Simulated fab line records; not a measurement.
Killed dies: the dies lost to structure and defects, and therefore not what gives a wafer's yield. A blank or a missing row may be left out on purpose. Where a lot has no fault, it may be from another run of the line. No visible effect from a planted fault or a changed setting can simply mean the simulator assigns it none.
Code-filled problem report in 8D (eight disciplines) form + flow n5-finfet + the parts of the form that need people (team, actions taken, sign-off) are left out

== 1. WHAT IS WRONG ==
M10_THK at N5_BEOL_M10_THK_MEAS_53 reads a mean of 263 nm on 1 wafer of 1 lot; wafers without a fault read 142 nm with a standard deviation of 4. Measured from the usual mean, that is +30 standard deviations.
The step: measures by xrf.
First observed at day 11 14:15: wafer L460.2, on film-metro-01. The record has a number at this step for 26 wafers belonging to 9 lots. Rule for "out", or "out of limits": more than 4 standard deviations from the usual mean. All remaining wafers that have a number are taken as sound.

== 2. WHAT THIS IS AND IS NOT ==
| question                    | is                | is not                                                                                                        |
|-----------------------------|-------------------|---------------------------------------------------------------------------------------------------------------|
| which readings at this step | M10_THK           | -                                                                                                             |
| which lots                  | L460              | L464, L465, L471, L472, L473, L474, L475, L476                                                                |
| which wafers of those lots  | L460.2            | L460.4, L460.6                                                                                                |
| read on which gauges        | film-metro-01     | film-metro-02                                                                                                 |
| when                        | from day 11 14:15 | up to then (2 sound wafers); but 23 sound wafers of L464, L465, L471, L472, L473, L474, L475, L476 came after |

== 3. WHAT RULES OUT EACH SUSPECT ==
Counting: any tool at a process step up to the reading remains a suspect provided it ran every lot that is out. Sound lots after the first of them don't rule it out here, since some wafers of a struck lot are sound.
- the gauge at N5_BEOL_M10_THK_MEAS_53 is ruled out. All the wafers that are out were read on film-metro-01, but those of them that N5_BEOL_M10_CMP_52 has rows for are out there too, on other tools.
- rie-diel-04 at N5_BEOL_M10_VIA_ETCH_34 (etches SiCOH lowk in C4F6/O2, target depth 184.5 nm, time 69.2 s): kept. It ran the lot that is out, L460 (day 11 11:31).
- rie-diel-04 at N5_BEOL_M10_STRIP_77 (strips in N2/H2, time 10 s): kept. It ran the lot that is out, L460 (day 11 12:52). N5_BEOL_M10_STRIP_77 gives no start for some lots, so the hours and the order of its lots are those of N5_BEOL_M10_PRE_CLEAN_45.
- pvd-sputter-01 at N5_BEOL_M10_PRE_CLEAN_45 (time 30 s): kept. It ran the lot that is out, L460 (day 11 12:52).
- cmp-02 at N5_BEOL_M10_CMP_52 (polishes, stops on SiCOH lowk, t overpolish 7 s, target thk 140 nm): kept. It ran the lot that is out, L460 (day 11 13:58). Its own readings are out on those wafers: barrier-field-endpoint-s, overpolish-run-s, time-to-endpoint-s.
- In rie-diel-04 at N5_BEOL_M10_VIA_ETCH_34, the wafers that are out were processed in chamber 1 and their sound lot-mates in chambers 0, 2.
- In rie-diel-04 at N5_BEOL_M10_STRIP_77, the wafers that are out were processed in chamber 1 and their sound lot-mates in chambers 0, 2.
- In cmp-02 at N5_BEOL_M10_CMP_52, the wafers that are out were processed in chamber 0 and their sound lot-mates in chambers 1, 2.
Left after counting: rie-diel-04 at N5_BEOL_M10_VIA_ETCH_34, rie-diel-04 at N5_BEOL_M10_STRIP_77, pvd-sputter-01 at N5_BEOL_M10_PRE_CLEAN_45, cmp-02 at N5_BEOL_M10_CMP_52.

== 4. THE CAUSE (what the simulator had put in) ==
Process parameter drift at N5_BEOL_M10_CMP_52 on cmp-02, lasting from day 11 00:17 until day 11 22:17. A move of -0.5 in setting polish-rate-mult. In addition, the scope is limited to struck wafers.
Of the 4 suspects that counting leaves, this tool is one.

== 5. SEQUENCE OF EFFECTS, ordered by route ==
Each row: a reading whose mean over the struck wafers that have a number lies more than 3 standard deviations from the usual. Scope: only readings with a usual standard deviation given in the record; hours: median across lots of the time from each lot's start at the first step in this table that gives one to its start at this step; sigmas: change in usual standard deviations.
| hours | step                    | reading                  | usual   | on struck wafers | change | sigmas      |
|-------|-------------------------|--------------------------|---------|------------------|--------|-------------|
| 0     | N5_BEOL_M10_CMP_52      | barrier-field-endpoint-s | 28.6 s  | 46.8             | +18.2  | +25         |
| 0     | N5_BEOL_M10_CMP_52      | overpolish-run-s         | 7.000 s | 0.046            | -6.954 | -99 or more |
| 0     | N5_BEOL_M10_CMP_52      | time-to-endpoint-s       | 65 s    | 85               | +20    | +6.2        |
| 0     | N5_BEOL_M10_THK_MEAS_53 | M10_THK                  | 142 nm  | 263              | +121   | +30         |
| 0     | N5_BEOL_M10_INSPECT_58  | raw-defect-count         | 69      | 2228             | +2159  | +90         |
| 44    | N5_PASSIVATION_PROBE_49 | defect-limited-yield     | 91.5 %  | 0.0              | -91.5  | -61         |
| 44    | N5_PASSIVATION_PROBE_49 | killed_at_M4_up          | 12      | 1098             | +1086  | +99 or more |
| 44    | N5_PASSIVATION_PROBE_49 | killed-dies              | 100     | 1180             | +1080  | +64         |
| 44    | N5_PASSIVATION_PROBE_49 | killed-on-rim            | 13      | 152              | +139   | +32         |
| 44    | N5_PASSIVATION_PROBE_49 | sort-n-pass              | 1080    | 0                | -1080  | -64         |
| 44    | N5_PASSIVATION_PROBE_49 | sort-yield-pct           | 91.5 %  | 0.0              | -91.5  | -61         |
It contains these process steps:
- N5_BEOL_M10_CMP_52: polishes, stops on SiCOH lowk, t overpolish 7 s, target thk 140 nm.
- N5_PASSIVATION_PROBE_49

== 6. HOW IT WOULD HAVE BEEN CAUGHT EARLIER ==
Counted from the fault's start at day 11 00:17, it took 14 hours until the first out-of-limits reading at a measuring or inspecting step in this record, taken at day 11 14:15.
The tool's own readings at N5_BEOL_M10_CMP_52 were out on every struck wafer that the step has a row for (barrier-field-endpoint-s, overpolish-run-s, time-to-endpoint-s): an alarm limit on them would have fired on the first of those.
By day 11 14:15, every lot that is out (1) had started N5_BEOL_M10_CMP_52 on cmp-02. A hold on the tool at that time would have spared none of them.
